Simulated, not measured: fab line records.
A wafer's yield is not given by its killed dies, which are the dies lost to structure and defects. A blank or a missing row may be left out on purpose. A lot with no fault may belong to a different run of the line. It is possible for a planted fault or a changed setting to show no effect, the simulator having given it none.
Split-lot trial || flow n5Finfet || on a route of 1938 steps: 7 lots, 39 wafers read

== ON THE SPLIT ==
At N5_MOL_CONTACT_COAG_CONTACT_ETCH_14 (etches SiO2 in C4F6/O2, target depth 27.5 nm, overetch 8.5 nm, time 20 s), the setting timeS was moved away from the recipe's 20 s on 18 of the 39 wafers read, by -58.9% to +42.9%. This setting was run at the recipe's value on the other wafers.

The split's own step is where the reading is taken.

== THE READING ==
SOC_of_MOL_CONTACT_COAG_COAT_103.thkNm (the simulator's own value, which no gauge read), in nm, at N5_MOL_CONTACT_COAG_CONTACT_ETCH_14 (etches SiO2 in C4F6/O2, target depth 27.5 nm, overetch 8.5 nm, time 20 s). No usual value for it is given in the file. Average 78.6 nm, standard deviation 0.25 nm, over the 21 wafers here run with the recipe.

{"wafer": "L075.1", "tool, chamber at the split": "rieDiel-05, 3", "timeS as run, s": 20, "against the recipe": "recipe", "SOC_of_MOL_CONTACT_COAG_COAT_103.thkNm, nm": 78.6, "against lot-mates on the recipe": "-"}
{"wafer": "L075.2", "tool, chamber at the split": "rieDiel-05, 2", "timeS as run, s": 20, "against the recipe": "recipe", "SOC_of_MOL_CONTACT_COAG_COAT_103.thkNm, nm": 79, "against lot-mates on the recipe": "-"}
{"wafer": "L075.3", "tool, chamber at the split": "rieDiel-05, 0", "timeS as run, s": 20, "against the recipe": "recipe", "SOC_of_MOL_CONTACT_COAG_COAT_103.thkNm, nm": 78.8, "against lot-mates on the recipe": "-"}
{"wafer": "L075.4", "tool, chamber at the split": "rieDiel-05, 1", "timeS as run, s": 28.58, "against the recipe": "+42.9%", "SOC_of_MOL_CONTACT_COAG_COAT_103.thkNm, nm": 78.4, "against lot-mates on the recipe": -0.4}
{"wafer": "L075.5", "tool, chamber at the split": "rieDiel-05, 3,0", "timeS as run, s": 28.58, "against the recipe": "+42.9%", "SOC_of_MOL_CONTACT_COAG_COAT_103.thkNm, nm": 78.2, "against lot-mates on the recipe": -0.6}
{"wafer": "L075.6", "tool, chamber at the split": "rieDiel-05, 3,0", "timeS as run, s": 28.58, "against the recipe": "+42.9%", "SOC_of_MOL_CONTACT_COAG_COAT_103.thkNm, nm": 78.2, "against lot-mates on the recipe": -0.6}
{"wafer": "L076.1", "tool, chamber at the split": "rieDiel-05, 1", "timeS as run, s": 20, "against the recipe": "recipe", "SOC_of_MOL_CONTACT_COAG_COAT_103.thkNm, nm": 79, "against lot-mates on the recipe": "-"}
{"wafer": "L076.6", "tool, chamber at the split": "rieDiel-05, 1", "timeS as run, s": 20, "against the recipe": "recipe", "SOC_of_MOL_CONTACT_COAG_COAT_103.thkNm, nm": 79, "against lot-mates on the recipe": "-"}
{"wafer": "L076.2", "tool, chamber at the split": "rieDiel-05, 0", "timeS as run, s": 14.97, "against the recipe": "-25.1%", "SOC_of_MOL_CONTACT_COAG_COAT_103.thkNm, nm": 79.2, "against lot-mates on the recipe": "+0.3"}
{"wafer": "L076.3", "tool, chamber at the split": "rieDiel-05, 3,2", "timeS as run, s": 14.97, "against the recipe": "-25.1%", "SOC_of_MOL_CONTACT_COAG_COAT_103.thkNm, nm": 79, "against lot-mates on the recipe": "+0.1"}
{"wafer": "L076.5", "tool, chamber at the split": "rieDiel-05, 3,2", "timeS as run, s": 14.97, "against the recipe": "-25.1%", "SOC_of_MOL_CONTACT_COAG_COAT_103.thkNm, nm": 79, "against lot-mates on the recipe": "+0.1"}
{"wafer": "L076.4", "tool, chamber at the split": "rieDiel-05, 2", "timeS as run, s": 20, "against the recipe": "recipe", "SOC_of_MOL_CONTACT_COAG_COAT_103.thkNm, nm": 78.6, "against lot-mates on the recipe": "-"}
{"wafer": "L077.1", "tool, chamber at the split": "rieDiel-02, 3", "timeS as run, s": 8.211, "against the recipe": "-58.9%", "SOC_of_MOL_CONTACT_COAG_COAT_103.thkNm, nm": 79.6, "against lot-mates on the recipe": "+1.1"}
{"wafer": "L077.2", "tool, chamber at the split": "rieDiel-02, 2", "timeS as run, s": 8.211, "against the recipe": "-58.9%", "SOC_of_MOL_CONTACT_COAG_COAT_103.thkNm, nm": 79.2, "against lot-mates on the recipe": "+0.7"}
{"wafer": "L077.3", "tool, chamber at the split": "rieDiel-02, 1,0", "timeS as run, s": 20, "against the recipe": "recipe", "SOC_of_MOL_CONTACT_COAG_COAT_103.thkNm, nm": 78.6, "against lot-mates on the recipe": "-"}
{"wafer": "L077.4", "tool, chamber at the split": "rieDiel-02, 1,0", "timeS as run, s": 20, "against the recipe": "recipe", "SOC_of_MOL_CONTACT_COAG_COAT_103.thkNm, nm": 78.6, "against lot-mates on the recipe": "-"}
{"wafer": "L077.5", "tool, chamber at the split": "rieDiel-02, 3", "timeS as run, s": 20, "against the recipe": "recipe", "SOC_of_MOL_CONTACT_COAG_COAT_103.thkNm, nm": 78.4, "against lot-mates on the recipe": "-"}
{"wafer": "L077.6", "tool, chamber at the split": "rieDiel-02, 2", "timeS as run, s": 8.211, "against the recipe": "-58.9%", "SOC_of_MOL_CONTACT_COAG_COAT_103.thkNm, nm": 79.4, "against lot-mates on the recipe": "+0.9"}
{"wafer": "L082.1", "tool, chamber at the split": "rieDiel-05, 3,0", "timeS as run, s": 20, "against the recipe": "recipe", "SOC_of_MOL_CONTACT_COAG_COAT_103.thkNm, nm": 78.6, "against lot-mates on the recipe": "-"}
{"wafer": "L082.4", "tool, chamber at the split": "rieDiel-05, 3,0", "timeS as run, s": 20, "against the recipe": "recipe", "SOC_of_MOL_CONTACT_COAG_COAT_103.thkNm, nm": 78.6, "against lot-mates on the recipe": "-"}
{"wafer": "L082.2", "tool, chamber at the split": "rieDiel-05, 2", "timeS as run, s": 8.214, "against the recipe": "-58.9%", "SOC_of_MOL_CONTACT_COAG_COAT_103.thkNm, nm": 79.2, "against lot-mates on the recipe": "+0.7"}
{"wafer": "L082.3", "tool, chamber at the split": "rieDiel-05, 1", "timeS as run, s": 8.214, "against the recipe": "-58.9%", "SOC_of_MOL_CONTACT_COAG_COAT_103.thkNm, nm": 79.6, "against lot-mates on the recipe": "+1.1"}
{"wafer": "L082.5", "tool, chamber at the split": "rieDiel-05, 0", "timeS as run, s": 8.214, "against the recipe": "-58.9%", "SOC_of_MOL_CONTACT_COAG_COAT_103.thkNm, nm": 79.4, "against lot-mates on the recipe": "+0.9"}
{"wafer": "L082.6", "tool, chamber at the split": "rieDiel-05, 3", "timeS as run, s": 20, "against the recipe": "recipe", "SOC_of_MOL_CONTACT_COAG_COAT_103.thkNm, nm": 78.4, "against lot-mates on the recipe": "-"}
{"wafer": "L083.1", "tool, chamber at the split": "rieDiel-06, 1,0", "timeS as run, s": 26.27, "against the recipe": "+31.3%", "SOC_of_MOL_CONTACT_COAG_COAT_103.thkNm, nm": 77.8, "against lot-mates on the recipe": -0.3}
{"wafer": "L083.2", "tool, chamber at the split": "rieDiel-06, 1,0", "timeS as run, s": 26.27, "against the recipe": "+31.3%", "SOC_of_MOL_CONTACT_COAG_COAT_103.thkNm, nm": 77.8, "against lot-mates on the recipe": -0.3}
{"wafer": "L083.3", "tool, chamber at the split": "rieDiel-06, 2", "timeS as run, s": 26.27, "against the recipe": "+31.3%", "SOC_of_MOL_CONTACT_COAG_COAT_103.thkNm, nm": 78, "against lot-mates on the recipe": -0.1}
{"wafer": "L083.4", "tool, chamber at the split": "rieDiel-06, 3,2", "timeS as run, s": 20, "against the recipe": "recipe", "SOC_of_MOL_CONTACT_COAG_COAT_103.thkNm, nm": 78.2, "against lot-mates on the recipe": "-"}
{"wafer": "L083.5", "tool, chamber at the split": "rieDiel-06, 3,2", "timeS as run, s": 20, "against the recipe": "recipe", "SOC_of_MOL_CONTACT_COAG_COAT_103.thkNm, nm": 78.2, "against lot-mates on the recipe": "-"}
{"wafer": "L083.6", "tool, chamber at the split": "rieDiel-06, 1", "timeS as run, s": 20, "against the recipe": "recipe", "SOC_of_MOL_CONTACT_COAG_COAT_103.thkNm, nm": 78, "against lot-mates on the recipe": "-"}
{"wafer": "L088.2", "tool, chamber at the split": "rieDiel-05, 2,3", "timeS as run, s": 20, "against the recipe": "recipe", "SOC_of_MOL_CONTACT_COAG_COAT_103.thkNm, nm": 78.6, "against lot-mates on the recipe": "-"}
{"wafer": "L088.6", "tool, chamber at the split": "rieDiel-05, 2,3", "timeS as run, s": 20, "against the recipe": "recipe", "SOC_of_MOL_CONTACT_COAG_COAT_103.thkNm, nm": 78.6, "against lot-mates on the recipe": "-"}
{"wafer": "L088.5", "tool, chamber at the split": "rieDiel-05, 2", "timeS as run, s": 20, "against the recipe": "recipe", "SOC_of_MOL_CONTACT_COAG_COAT_103.thkNm, nm": 78.8, "against lot-mates on the recipe": "-"}
{"wafer": "L089.1", "tool, chamber at the split": "rieDiel-05, 2", "timeS as run, s": 16.76, "against the recipe": "-16.2%", "SOC_of_MOL_CONTACT_COAG_COAT_103.thkNm, nm": 78.4, "against lot-mates on the recipe": -0.3}
{"wafer": "L089.2", "tool, chamber at the split": "rieDiel-05, 3", "timeS as run, s": 16.76, "against the recipe": "-16.2%", "SOC_of_MOL_CONTACT_COAG_COAT_103.thkNm, nm": 78.6, "against lot-mates on the recipe": -0.1}
{"wafer": "L089.5", "tool, chamber at the split": "rieDiel-05, 3", "timeS as run, s": 16.76, "against the recipe": "-16.2%", "SOC_of_MOL_CONTACT_COAG_COAT_103.thkNm, nm": 78.6, "against lot-mates on the recipe": -0.1}
{"wafer": "L089.3", "tool, chamber at the split": "rieDiel-05, 1,2", "timeS as run, s": 20, "against the recipe": "recipe", "SOC_of_MOL_CONTACT_COAG_COAT_103.thkNm, nm": 78.6, "against lot-mates on the recipe": "-"}
{"wafer": "L089.6", "tool, chamber at the split": "rieDiel-05, 1,2", "timeS as run, s": 20, "against the recipe": "recipe", "SOC_of_MOL_CONTACT_COAG_COAT_103.thkNm, nm": 78.6, "against lot-mates on the recipe": "-"}
{"wafer": "L089.4", "tool, chamber at the split": "rieDiel-05, 0", "timeS as run, s": 20, "against the recipe": "recipe", "SOC_of_MOL_CONTACT_COAG_COAT_103.thkNm, nm": 78.8, "against lot-mates on the recipe": "-"}
The file does not say which wafer passed through which chamber wherever a row lists several chambers: such a row stands for several wafers.

FIT RESULTS
A straight line over all 39 wafers: SOC_of_MOL_CONTACT_COAG_COAT_103.thkNm changes by -0.0135 nm for each +1% of timeS; r = -0.84; the points scatter about the line by 0.25 nm.
The same after taking each lot's own level away (the mean of its wafers on the recipe; 39 wafers): -0.0128 nm for each +1%; r = -0.90; scatter 0.17 nm.
That fit puts the effect of the largest move of timeS on the reading at 0.76 nm.
From 78.13 to 78.87 nm: that is the span of the lots' own levels, equal to 2.9 times the standard deviation above.
Consequently the slope shifts little with the lot-to-lot level, the two slopes agreeing.
Check: for one of the wafers moved furthest among these (-58.9%), held out of the fit, the line's prediction against its lot-mates is +0.708 nm. It came out at +1.07 nm against them.

== FURTHER SPLITS ON THESE WAFERS ==
Before the reading, these wafers also passed through other splits. Each is held against what the fit with the lots' levels taken away leaves over:
{"other split on the same wafers": "N5_PMOS_HMC_CHANNEL_EPI_DESCUM_14 timeS", "wafers away from the commonest value": 15, "r with SOC_of_MOL_CONTACT_COAG_COAT_103.thkNm (lot level and that fit taken away)": -0.21}
{"other split on the same wafers": "N5_SD_EPI_N_ETCH_16 targetDepthA", "wafers away from the commonest value": 18, "r with SOC_of_MOL_CONTACT_COAG_COAT_103.thkNm (lot level and that fit taken away)": "+0.10"}
{"other split on the same wafers": "N5_HKMG_FIN_ALD_36 aldCycles", "wafers away from the commonest value": 12, "r with SOC_of_MOL_CONTACT_COAG_COAT_103.thkNm (lot level and that fit taken away)": -0.20}

== FILE'S OWN FIT ==
SOC_of_MOL_CONTACT_COAG_COAT_103.thkNm changes by -0.0128 nm for each +1% of timeS, r = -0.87.
